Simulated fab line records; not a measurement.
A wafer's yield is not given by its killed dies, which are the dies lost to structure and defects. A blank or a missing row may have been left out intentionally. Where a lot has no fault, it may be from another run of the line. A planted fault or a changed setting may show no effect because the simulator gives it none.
Matching of chambers    flow nand_harc    NHARC_A_SGD_CUT_ETCH_58 on rie_diel-10 has 4 sister chambers
The step etches the open film in CF4, target depth 39 nm, time 65 s. 8 wafers are shown with their chamber, then 7 later ones without.

== EACH WAFER AND ITS CHAMBER ==
wafer   chamber  drypump_motor_current_A (A)  oes_product_au (a.u.)
L079.2  2        5.0                          1.007
L082.4  0        6.1                          0.979
L082.6  2        4.9                          1.010
L091.1  1        5.6                          0.991
L091.4  3        6.3                          1.002
L091.6  0        6.1                          0.977
L093.1  1        5.6                          0.980
L093.4  3        6.3                          1.015

== WAFERS MISSING THEIR CHAMBER ==
wafer   drypump_motor_current_A (A)  oes_product_au (a.u.)
L093.5  5.6                          0.985
L094.1  6.0                          0.978
L094.3  5.0                          0.998
L094.5  5.6                          0.980
L095.2  6.0                          0.995
L095.4  5.0                          0.994
L095.5  6.0                          0.991

== WHICH CHAMBER EACH WENT THROUGH ==
wafer   from the rows above  in truth
L093.5  1                    1
L094.1  0                    0
L094.3  2                    2
L094.5  1                    1
L095.2  0                    0
L095.4  2                    2
L095.5  0                    0
7 of 7 placed correctly. Number that these rows cannot place: 0. 0 placed wrongly.
How it was worked out, from the rows above alone: a wafer's distance from a chamber is the root of the sum, over the readings, of the square of ((its reading less the chamber's mean) divided by the reading's scatter). The wafer belongs to the nearest chamber; if the next one is less than 2 further off, it can't be placed. A chamber's mean is the mean of its shown wafers. The scatter is the square root of a quotient: the sum, over the shown wafers, of each reading's squared deviation from its chamber's mean, divided by wafers minus chambers.
